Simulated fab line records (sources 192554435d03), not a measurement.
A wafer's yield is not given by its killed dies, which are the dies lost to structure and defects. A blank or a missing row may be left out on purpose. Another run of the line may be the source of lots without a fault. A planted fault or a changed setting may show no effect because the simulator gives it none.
fab line records | flow n5-finfet
[record] lots = 5 wafers = 15 last-day = 17
route steps=1938 shown BEOL_M4@1099 BEOL_M5@1112 BEOL_M15@1813 PASSIVATION@1936
lots that met no fault: taken from a fault-free run of the same line
start-h: hours from the record's first day to the start of the lot's first wafer shown | wait-h: hours elapsed since this lot's preceding step | " unchanged from the row above | L1.1+2: a row that stands for several wafers | - value missing, or start not given | * or withheld: withheld | < > ~ a bound
route shown NAME@n: names a module that has steps shown in the file, with the first one's number in the route | usual: mean and standard deviation over wafers with no fault | same: alike in all rows | chamber/n: place in a boat | sites: the reading at each site | _std_site: their standard deviation | _edge_site: mean of outer sites minus mean of inner sites | radius-mm: how far each site lies from the wafer's centre | mask NAME#n: copy n | behind: tool/chamber where the wafer was last shaped | hold: the reason the lot was held/the length of the hold in hours/how it ended | device: whichever transistor did not switch (one of n, p or np) | end of line: tests of these same wafers at the route's end | a step without rows: its recipe alone | killed: not the wafer's yield, but the dies lost to structure and defects at the first sort | map: per-die view of a wafer (x killed, . not killed, _ where there is no die)
set.NAME: the setting that was run; set.NAME@STEP: the one run at that earlier step | model.NAME: the simulator's own value behind a step, which no gauge read
lots at some steps of the route; a table a step, a row a wafer
services: a tool's chamber out of use, with start hour (start-h, from the record's first day; less than 0 if before it), hours out, and reason
[[steps]]
[step N5_BEOL_M4_ANNEAL_95]
[recipe] temp-c = 400 time-s = 240 ambient = vacuum
[step N5_BEOL_M4_SPUTTER_96]
[recipe] material = Cu target-thk-a = 45 temp-c = -20 chamber-pressure-pa = 0.07 power-w = withheld time-s = 8.29
[step N5_BEOL_M4_ECD_50]
[recipe] material = Cu target-thk-a = 3000
[step N5_BEOL_M4_ANNEAL_51]
[recipe] temp-c = 225 time-s = 90 ambient = N2
[step N5_BEOL_M4_CMP_52]
[recipe] stop-on = SiOC t-overpolish-s = 6.8 down-force-psi = 1 platen-rpm = 50 clearing-platen-down-force-psi = 1.5 clearing-platen-rpm = 50 post-cmp-clean = cu-alkaline target-thk-nm = 40 clearing-platen-pad-velocity-m-s = 0.99484 pad-velocity-m-s = 0.99484
[step N5_BEOL_M4_PRE_CLEAN_60]
[recipe] gas = NH3/H2 time-s = 15 temp-c = * rf-power-w = 300
[step N5_BEOL_M4_CO_CAP_55]
[recipe] material = Co target-thk-a = 20 temp-c = 200 precursor = CCTBA/H2 pressure-torr = 30 time-s = 102.1
[step N5_BEOL_M4_PRE_CLEAN_56]
[recipe] gas = NH3 time-s = 15 temp-c = withheld rf-power-w = 300
[step N5_BEOL_M4_DEP_57]
[recipe] material = SiCN target-thk-a = 80 temp-c = withheld precursor = 3MS/NH3 pressure-torr = 3 rf-w = 202 time-s = 14
[step N5_BEOL_M4_RC_MEAS_101]
[usual] DIBL_N = 36.0/2.5 DIBL_P = 36.3/2.8 IOFF_N = 0.16/0.042 IOFF_P = 0.21/0.045 ION_N = 673/15 ION_P = 463/8.1 SS_N = 71.4/0.73 SS_P = 73.3/0.92 VT_N = 251/4.1 VT_P = -250/3.4
// columns lot.wafer tool chamber start-h wait-h DIBL_N[mV/V] DIBL_P[mV/V] IOFF_N[nA/um] IOFF_P[nA/um] ION_N[uA/um] ION_P[uA/um] SS_N[mV/dec] SS_P[mV/dec] VT_N[mV] VT_P[mV]
L132.1 prober-01 0 162.44 0.0 38.6 36.9 0.19 0.26 691 470 72.0 74.0 247 -247
L132.2 " 0 " " 35.3 32.4 0.13 0.20 648 450 71.3 73.0 254 -249
L132.6 " 0 " " 37.9 37.0 0.20 0.28 690 466 71.3 74.4 242 -246
L152.3 prober-02 0 281.56 0.3 34.3 33.6 0.12 0.17 652 449 71.3 72.3 256 -252
L152.5 " 0 " " 36.4 36.7 0.14 0.22 674 467 71.6 73.2 252 -250
L152.6 " 0 " " 37.9 38.4 0.18 0.25 675 464 71.8 74.3 250 -249
L151.3 prober-02 0 288.15 0.3 41.7 43.0 0.24 0.31 679 470 72.4 74.1 246 -249
L151.4 " 0 " " 35.5 33.6 0.12 0.15 652 443 72.3 71.9 257 -256
L151.6 " 0 " " 32.0 30.3 0.07 0.12 634 438 70.4 71.3 263 -259
L153.2 prober-01 0 293.00 0.2 34.9 35.8 0.14 0.18 679 466 71.7 73.3 249 -253
L153.5 " 0 " " 35.5 35.7 0.17 0.19 676 462 71.8 72.7 250 -255
L153.6 " 0 " " 36.7 37.9 0.19 0.22 695 466 71.9 73.9 252 -251
L155.1 prober-02 0 310.06 0.0 35.3 35.4 0.15 0.22 668 465 70.7 72.9 253 -248
L155.2 " 0 " " 35.9 35.4 0.14 0.20 659 458 71.0 73.5 254 -250
L155.4 " 0 " " 31.5 30.1 0.09 0.14 655 457 70.5 71.8 257 -257
[step N5_BEOL_M5_ILD_DEP_00]
[recipe] material = SiCOH_lowk target-thk-a = 1406.4 temp-c = 300 precursor = DEMS/porogen pressure-torr = 5 rf-w = 500 time-s = 25.9
[step N5_BEOL_M5_CURE_79]
[recipe] temp-c = 385 time-s = 240 ambient = He/Ar material = SiCOH_lowk
[step N5_BEOL_M5_PECVD_70]
[recipe] material = SiO2 target-thk-a = 160 temp-c = 400 precursor = TEOS/O2 pressure-torr = 5.5 rf-w = 450 teos-flow-sccm = 53.8 gas = O2 flow-sccm = 3000 time-s = 18
[step N5_BEOL_M5_HM_DEP_02]
[recipe] material = TiN target-thk-a = 200 temp-c = 25 chamber-pressure-pa = 0.49996
[step N5_BEOL_M5_COAT_59]
[recipe] resist = SOC temp-c = 250 time-s = 60 spin-rpm = 1500 resist-thk-nm = 60
[step N5_BEOL_M5_COAT_60]
[recipe] resist = SiARC temp-c = 220 time-s = 60 spin-rpm = 1500 resist-thk-nm = 12
[step N5_BEOL_M5_COAT_71]
[recipe] resist = underlayer temp-c = 205 time-s = 60 spin-rpm = 1500 resist-thk-nm = 5
[step N5_BEOL_M5_COAT_05]
[recipe] resist = CAR-EUV spin-rpm = 1500 resist-thk-nm = 30
[step N5_BEOL_M5_EBR_07]
[recipe] solvent = PGMEA ebr-width-mm = 1.5
[step N5_BEOL_M5_SOFTBAKE_06]
[recipe] temp-c = 110 time-s = 60 resist = CAR-EUV
[step N5_BEOL_M5_EXPOSE_08]
[recipe] mask-id = M5 na = 0.33 source-shape = annular sigma-inner = 0.4 sigma-outer = 0.8 polarization = unpolarized target-cd-nm = 28 dose-mj = 35.75
[step N5_BEOL_M5_PEB_09]
[recipe] peb-temp-c = 100 peb-time-s = 60 resist = CAR-EUV
[step N5_BEOL_M5_DEVELOP_10]
[recipe] develop-time-s = 30 developer = TMAH resist = CAR-EUV rinse-liquid = surfactant-rinse dry = air-spin dev-temp-c = 23
[step N5_BEOL_M5_DESCUM_16]
[recipe] chemistry = O2 time-s = 7 source-power-w = 50 bias-power-w = 20 pressure-mtorr = 20 rf-frequency-hz = 2.712e+07 temp-c = 40 resist = CAR-EUV o2-flow-sccm = 225
[step N5_BEOL_M5_ETCH_72]
[recipe] chemistry = N2/H2 target = underlayer target-depth-a = 65 mask-material = CAR-EUV time-s = 5.2 ion-energy-ev = 200 pressure-mtorr = 30 source-w = 840 bias-w = 150 n2-flow-sccm = 200 h2-flow-sccm = 200 ends = cleared
[step N5_BEOL_M5_ETCH_61]
[recipe] chemistry = CF4 target = SiARC target-depth-a = 156 mask-material = CAR-EUV time-s = 26 ion-energy-ev = 80 pressure-mtorr = 40 source-w = 545 bias-w = 36 Ar_flow_sccm = 100 cf4-flow-sccm = 100 ends = cleared
[step N5_BEOL_M5_ETCH_62]
[recipe] chemistry = N2/H2 target = SOC target-depth-a = 750 overetch-a = 150 mask-material = SiARC temp-c = 40 time-s = 112.5 ion-energy-ev = 200 pressure-mtorr = 30 source-w = 840 bias-w = 150 n2-flow-sccm = 200 h2-flow-sccm = 200
[step N5_BEOL_M5_STRIP_63]
[recipe] chemistry = N2/H2 temp-c = 40 n2-flow-sccm = 200 h2-flow-sccm = 200 rf-frequency-hz = 6e+07
[step N5_BEOL_M5_STRIP_73]
[recipe] chemistry = N2/H2 temp-c = 40 n2-flow-sccm = 200 h2-flow-sccm = 200 rf-frequency-hz = 6e+07
[step N5_BEOL_M5_STRIP_64]
[recipe] chemistry = CF4 resist = SiARC power-w = 300 bias-power-w = 75 pressure-mtorr = 50 cf4-flow-sccm = 150 rf-frequency-hz = 6e+07
[step N5_BEOL_M5_HM_OPEN_17]
[recipe] chemistry = Cl2/BCl3 target-depth-a = 200 overetch-a = 60 target = TiN mask-material = SOC ion-energy-ev = 150 pressure-mtorr = 10 icp-w = 1000 bias-w = 126 Cl2_flow_sccm = 53.25 bcl3-flow-sccm = 21.75 Ar_flow_sccm = 25
[step N5_BEOL_M5_STRIP_19]
[recipe] chemistry = O2 power-w = 400 temp-c = 40 pressure-mtorr = 30 rf-frequency-hz = 6e+07 bias-power-w = 0 overash-fraction = 0.2 o2-flow-sccm = 225
[step N5_BEOL_M5_COAT_65]
[recipe] resist = SOC temp-c = 250 time-s = 60 spin-rpm = 1500 resist-thk-nm = 60
[step N5_BEOL_M5_COAT_66]
[recipe] resist = SiARC temp-c = 220 time-s = 60 spin-rpm = 1500 resist-thk-nm = 12
[step N5_BEOL_M15_STRIP_37]
[recipe] chemistry = O2 power-w = 600 temp-c = 60 pressure-mtorr = 30 rf-frequency-hz = 6e+07 bias-power-w = 0 overash-fraction = 0.3 o2-flow-sccm = 225
[usual] bias-power-w = 0/0 chamber-pressure-mTorr = 30.00/0.038 drypump-motor-current-A = 6.0/0.53 oes-product-au = 0.80/0.092 rf-vpp-V = 3.6/0.64 showerhead-plenum-p-Torr = 2.08/0.061 throttle-valve-pct = 16.67/0.26
// columns lot.wafer tool chamber start-h wait-h bias-power-w chamber-pressure-mTorr drypump-motor-current-A oes-product-au rf-hours-counter-h rf-vpp-V showerhead-plenum-p-Torr throttle-valve-pct
L132.1 rie-diel-06 0 254.86 - 0 29.97 6.1 0.75 137 4.0 2.10 16.79
L132.2 " 2 " " 0 30.00 4.9 0.69 235 3.2 2.06 16.96
L132.6 " 2 " " 0 30.03 4.9 0.69 - 4.6 2.06 16.95
L152.3 rie-diel-04 3 363.47 - - - - - - - - -
L152.5 " 3 " " - - - - - - - -
L152.6 " 2 " " - - - - - - - -
L151.3 rie-diel-04 2 368.97 - - - - - - - - -
L151.4 " 3 " " - - - - - - - -
L151.6 " 2 " " - - - - - - - -
L153.2 rie-diel-06 0 375.35 - - - - - - - - -
L153.5 " 2 " " - - - - - - - -
L153.6 " 3 " " - - - - - - - -
L155.1 rie-diel-06 3 401.95 - 0 29.95 6.8 0.86 44 4.1 2.21 16.48
L155.2 " 2 " " 0 30.05 4.9 0.88 24 2.9 2.05 16.47
L155.4 " 0 " " 0 30.04 6.1 0.72 182 4.1 2.09 16.89
[step N5_PASSIVATION_PROBE_49]
[usual] defect-limited-yield = 91.0/1.4 killed_at_M0_to_M3 = 36/11 killed_at_M4_up = 13/5.4 killed-at-contacts = 12/6.4 killed-at-front-end = 41/13 killed-at-other = 2.9/2.3 killed-dies = 106/17 killed-on-rim = 14/3.9 killed-open = 70/12 killed-short = 34/8.4 sort_bin_5_function = 5.2/1 sort_bin_6_memory = 3.4/0.63 sort-n-pass = 1074/18 sort-yield-pct = 91.0/1.6
[same] gross-dies = 1180 killed-at-back-side = 0 sort_bin_4_leakage[%] = 0 sort_bin_8_speed[%] = 0
// columns lot.wafer tool chamber start-h wait-h defect-limited-yield[%] killed_at_M0_to_M3 killed_at_M4_up killed-at-contacts killed-at-front-end killed-at-other killed-dies killed-on-rim killed-open killed-short sort_bin_5_function[%] sort_bin_6_memory[%] sort-n-pass sort-yield-pct[%]
L132.1 prober-02 - 268.99 0.0 90.9 31 18 9 45 4 107 9 62 44 5.1 3.3 1073 90.9
L132.2 prober-02 - 269.04 0.1 92.2 40 10 1 37 4 92 16 50 39 4.5 2.9 1088 92.2
L132.6 prober-02 - 269.24 0.3 89.5 38 10 19 56 1 124 18 70 47 4.9 4.7 1056 89.5
L152.3 prober-02 - 381.44 0.1 0 59 1080 6 34 1 1180 152 68 45 96.2 3.5 0 0
L152.5 prober-02 - 381.54 0.2 0 60 1060 18 34 8 1180 152 79 45 94.6 4.9 0 0
L152.6 prober-02 - 381.59 0.3 0 53 1078 20 26 3 1180 152 72 38 95.4 3.9 0 0
L151.3 prober-01 - 386.74 0.1 0 26 1053 20 79 2 1180 152 100 30 96.6 2.9 0 0
L151.4 prober-01 - 386.79 0.2 0 29 1080 14 55 2 1180 152 69 43 96.5 3.2 0 0
L151.6 prober-01 - 386.89 0.3 0 36 1083 28 33 0 1180 152 82 26 96.4 3.5 0 0
L153.2 prober-02 - 395.41 0.1 0 38 1063 4 68 7 1180 152 87 42 96.1 3.8 0 0
L153.5 prober-02 - 395.56 0.2 0 26 1099 6 44 5 1180 152 74 35 96.6 3.1 0 0
L153.6 prober-02 - 395.61 0.3 0 29 1105 11 33 2 1180 152 63 26 96.4 3.3 0 0
// killed by level:class
L132.1 FIN_SAQP:geometric-particle:open=9 BEOL_M4:geometric-particle:open=9 STI_FIN_REVEAL:geometric-particle:open=8 BEOL_M2:geometric-particle:short=8 FIN_SAQP:geometric-particle:short=7 GATE_CUT:geometric-particle:short=7 MOL_CONTACT_COAG:geometric-particle:open=7 BEOL_M0_SAQP:geometric-particle:open=5
L132.2 STI_FIN_REVEAL:geometric-particle:open=11 BEOL_M0_SAQP:geometric-particle:short=9 FIN_SAQP:geometric-particle:short=8 BEOL_M0_SAQP:geometric-particle:open=8 BEOL_M2:geometric-particle:short=6 DUMMY_GATE:geometric-particle:open=5 BEOL_M1:geometric-particle:open=5 BEOL_M3:geometric-particle:open=5
L132.6 MOL_CONTACT_COAG:geometric-particle:open=14 BEOL_M3:geometric-particle:open=11 STI_FIN_REVEAL:geometric-particle:open=8 DUMMY_GATE:geometric-particle:open=8 HKMG_FIN:area-etch=7 BEOL_M0_SAQP:geometric-particle:short=6 MOL_CONTACT_COAG:geometric-particle:short=5 FIN_SAQP:geometric-particle:short=4
L152.3 BEOL_M15:area-sputter=1065 BEOL_M0_SAQP:geometric-particle:short=19 BEOL_M0_SAQP:geometric-particle:open=19 GATE_CUT:geometric-particle:short=6 MOL_CONTACT_COAG:geometric-particle:open=6 BEOL_M2:geometric-particle:open=6 DUMMY_GATE:geometric-particle:open=5 BEOL_M4:geometric-particle:short=5
L152.5 BEOL_M15:area-sputter=1054 BEOL_M0_SAQP:geometric-particle:open=21 BEOL_M0_SAQP:geometric-particle:short=15 MOL_CONTACT_COAG:geometric-particle:open=14 FIN_SAQP:geometric-particle:open=9 FIN_SAQP:geometric-particle:short=8 BEOL_M2:geometric-particle:open=8 BEOL_M1:geometric-particle:open=6
L152.6 BEOL_M15:area-sputter=1069 BEOL_M0_SAQP:geometric-particle:open=20 BEOL_M0_SAQP:geometric-particle:short=18 MOL_CONTACT_COAG:geometric-particle:open=14 MOL_CONTACT_COAG:geometric-particle:short=6 FIN_SAQP:geometric-particle:short=4 ILD0:geometric-particle:open=4 BEOL_M1:geometric-particle:open=4
L151.3 BEOL_M15:area-sputter=1049 STI_FIN_REVEAL:geometric-particle:open=19 MOL_CONTACT_COAG:geometric-particle:open=17 FIN_SAQP:geometric-particle:open=16 BEOL_M2:geometric-particle:open=11 DUMMY_GATE:geometric-particle:open=8 FIN_SAQP:geometric-particle:short=7 ILD0:geometric-particle:open=7
L151.4 BEOL_M15:area-sputter=1068 STI_FIN_REVEAL:geometric-particle:open=14 MOL_CONTACT_COAG:geometric-particle:open=10 FIN_SAQP:geometric-particle:short=7 FIN_SAQP:geometric-particle:open=7 BEOL_M2:geometric-particle:open=6 BEOL_M3:geometric-particle:open=6 STI_FIN_REVEAL:geometric-particle:short=5
L151.6 BEOL_M15:area-sputter=1071 MOL_CONTACT_COAG:geometric-particle:open=25 BEOL_M2:geometric-particle:open=13 BEOL_M1:geometric-particle:open=10 FIN_SAQP:geometric-particle:open=6 DUMMY_GATE:geometric-particle:open=5 FIN_SAQP:geometric-particle:short=4 ILD0:geometric-particle:short=4
L153.2 BEOL_M15:area-sputter=1051 STI_FIN_REVEAL:geometric-particle:open=18 FIN_SAQP:geometric-particle:open=15 FIN_SAQP:geometric-particle:short=15 BEOL_M3:geometric-particle:open=10 BEOL_M2:geometric-particle:open=9 BEOL_M1:geometric-particle:short=6 STARTING-WAFER:geometric-particle:open=5
L153.5 BEOL_M15:area-sputter=1071 STI_FIN_REVEAL:geometric-particle:open=20 BEOL_M4:geometric-particle:open=18 BEOL_M3:geometric-particle:short=8 BEOL_M3:geometric-particle:open=6 FIN_SAQP:geometric-particle:open=5 STI_FIN_REVEAL:geometric-particle:short=5 BEOL_M2:geometric-particle:open=5
L153.6 BEOL_M15:area-sputter=1091 STI_FIN_REVEAL:geometric-particle:open=13 MOL_CONTACT_COAG:geometric-particle:open=9 BEOL_M4:geometric-particle:open=7 BEOL_M3:geometric-particle:open=6 FIN_SAQP:geometric-particle:open=5 BEOL_M0_SAQP:geometric-particle:open=5 FIN_SAQP:geometric-particle:short=4
// map L151.3 (x killed, . not)
_________________xxxxxxxxxxxx________________
______________xxxxxxxxxxxxxxxxxx_____________
___________xxxxxxxxxxxxxxxxxxxxxxxx__________
__________xxxxxxxxxxxxxxxxxxxxxxxxxx_________
________xxxxxxxxxxxxxxxxxxxxxxxxxxxxxx_______
_______xxxxxxxxxxxxxxxxxxxxxxxxxxxxxxxx______
______xxxxxxxxxxxxxxxxxxxxxxxxxxxxxxxxxx_____
_____xxxxxxxxxxxxxxxxxxxxxxxxxxxxxxxxxxxx____
____xxxxxxxxxxxxxxxxxxxxxxxxxxxxxxxxxxxxxx___
___xxxxxxxxxxxxxxxxxxxxxxxxxxxxxxxxxxxxxxxx__
___xxxxxxxxxxxxxxxxxxxxxxxxxxxxxxxxxxxxxxxx__
__xxxxxxxxxxxxxxxxxxxxxxxxxxxxxxxxxxxxxxxxxx_
__xxxxxxxxxxxxxxxxxxxxxxxxxxxxxxxxxxxxxxxxxx_
_xxxxxxxxxxxxxxxxxxxxxxxxxxxxxxxxxxxxxxxxxxxx
_xxxxxxxxxxxxxxxxxxxxxxxxxxxxxxxxxxxxxxxxxxxx
_xxxxxxxxxxxxxxxxxxxxxxxxxxxxxxxxxxxxxxxxxxxx
_xxxxxxxxxxxxxxxxxxxxxxxxxxxxxxxxxxxxxxxxxxxx
_xxxxxxxxxxxxxxxxxxxxxxxxxxxxxxxxxxxxxxxxxxxx
_xxxxxxxxxxxxxxxxxxxxxxxxxxxxxxxxxxxxxxxxxxxx
_xxxxxxxxxxxxxxxxxxxxxxxxxxxxxxxxxxxxxxxxxxxx
_xxxxxxxxxxxxxxxxxxxxxxxxxxxxxxxxxxxxxxxxxxxx
__xxxxxxxxxxxxxxxxxxxxxxxxxxxxxxxxxxxxxxxxxx_
__xxxxxxxxxxxxxxxxxxxxxxxxxxxxxxxxxxxxxxxxxx_
___xxxxxxxxxxxxxxxxxxxxxxxxxxxxxxxxxxxxxxxx__
___xxxxxxxxxxxxxxxxxxxxxxxxxxxxxxxxxxxxxxxx__
____xxxxxxxxxxxxxxxxxxxxxxxxxxxxxxxxxxxxxx___
_____xxxxxxxxxxxxxxxxxxxxxxxxxxxxxxxxxxxx____
______xxxxxxxxxxxxxxxxxxxxxxxxxxxxxxxxxx_____
_______xxxxxxxxxxxxxxxxxxxxxxxxxxxxxxxx______
________xxxxxxxxxxxxxxxxxxxxxxxxxxxxxx_______
__________xxxxxxxxxxxxxxxxxxxxxxxxxx_________
___________xxxxxxxxxxxxxxxxxxxxxxxx__________
______________xxxxxxxxxxxxxxxxxx_____________
_________________xxxxxxxxxxxx________________
// map L152.3 (x killed, . not)
_________________xxxxxxxxxxxx________________
______________xxxxxxxxxxxxxxxxxx_____________
___________xxxxxxxxxxxxxxxxxxxxxxxx__________
__________xxxxxxxxxxxxxxxxxxxxxxxxxx_________
________xxxxxxxxxxxxxxxxxxxxxxxxxxxxxx_______
_______xxxxxxxxxxxxxxxxxxxxxxxxxxxxxxxx______
______xxxxxxxxxxxxxxxxxxxxxxxxxxxxxxxxxx_____
_____xxxxxxxxxxxxxxxxxxxxxxxxxxxxxxxxxxxx____
____xxxxxxxxxxxxxxxxxxxxxxxxxxxxxxxxxxxxxx___
___xxxxxxxxxxxxxxxxxxxxxxxxxxxxxxxxxxxxxxxx__
___xxxxxxxxxxxxxxxxxxxxxxxxxxxxxxxxxxxxxxxx__
__xxxxxxxxxxxxxxxxxxxxxxxxxxxxxxxxxxxxxxxxxx_
__xxxxxxxxxxxxxxxxxxxxxxxxxxxxxxxxxxxxxxxxxx_
_xxxxxxxxxxxxxxxxxxxxxxxxxxxxxxxxxxxxxxxxxxxx
_xxxxxxxxxxxxxxxxxxxxxxxxxxxxxxxxxxxxxxxxxxxx
_xxxxxxxxxxxxxxxxxxxxxxxxxxxxxxxxxxxxxxxxxxxx
_xxxxxxxxxxxxxxxxxxxxxxxxxxxxxxxxxxxxxxxxxxxx
_xxxxxxxxxxxxxxxxxxxxxxxxxxxxxxxxxxxxxxxxxxxx
_xxxxxxxxxxxxxxxxxxxxxxxxxxxxxxxxxxxxxxxxxxxx
_xxxxxxxxxxxxxxxxxxxxxxxxxxxxxxxxxxxxxxxxxxxx
_xxxxxxxxxxxxxxxxxxxxxxxxxxxxxxxxxxxxxxxxxxxx
__xxxxxxxxxxxxxxxxxxxxxxxxxxxxxxxxxxxxxxxxxx_
__xxxxxxxxxxxxxxxxxxxxxxxxxxxxxxxxxxxxxxxxxx_
___xxxxxxxxxxxxxxxxxxxxxxxxxxxxxxxxxxxxxxxx__
___xxxxxxxxxxxxxxxxxxxxxxxxxxxxxxxxxxxxxxxx__
____xxxxxxxxxxxxxxxxxxxxxxxxxxxxxxxxxxxxxx___
_____xxxxxxxxxxxxxxxxxxxxxxxxxxxxxxxxxxxx____
______xxxxxxxxxxxxxxxxxxxxxxxxxxxxxxxxxx_____
_______xxxxxxxxxxxxxxxxxxxxxxxxxxxxxxxx______
________xxxxxxxxxxxxxxxxxxxxxxxxxxxxxx_______
__________xxxxxxxxxxxxxxxxxxxxxxxxxx_________
___________xxxxxxxxxxxxxxxxxxxxxxxx__________
______________xxxxxxxxxxxxxxxxxx_____________
_________________xxxxxxxxxxxx________________
[[services]]
// columns tool chamber start-h hours kind
rie-diel-06 3 243.38 - clean
rie-diel-06 3 243.38 - consumable-replace:focus-ring
rie-diel-06 3 243.38 - consumable-replace:showerhead
rie-diel-06 3 243.38 15.5 scheduled-down
rie-diel-06 3 243.38 15.5 vent-cycle
rie-diel-04 0 270.55 4.8 repair
rie-diel-04 - 287.94 14.6 pm
rie-diel-06 2 298.30 - clean
rie-diel-06 2 298.30 - consumable-replace:focus-ring
rie-diel-06 2 298.30 21.3 scheduled-down
rie-diel-06 2 298.30 21.3 vent-cycle
rie-diel-06 3 375.70 2.1 repair
[[key]]
[first-sign] step = N5_BEOL_M15_STRIP_37 reading = tool-record direction = missing
[effect] step = N5_PASSIVATION_PROBE_49 reading = killed_at_M4_up direction = up sigmas = 99+ usual = 13 struck = 1078
[more-kills-born-at] N5_BEOL_M15_SPUTTER_43@pvd-sputter-02 = 9589
met-at N5_BEOL_M15_STRIP_37
struck-wafers L151.3,L151.4,L151.6,L152.3,L152.5,L152.6,L153.2,L153.5,L153.6
later-rows-left-out L151.3,L151.4,L151.6,L152.3,L152.5,L152.6,L153.2,L153.5,L153.6
onset-between 254.86 363.47
[fault] kind = skipped-step-whole tool = rie-diel-04,rie-diel-06 chamber = - onset-h = 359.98 steps = N5_BEOL_M15_STRIP_37 scope = struck-lots-only
// later-rows-left-out: the simulator's readings of these wafers behind a module that went badly wrong aren't trusted and aren't shown, but for the sort
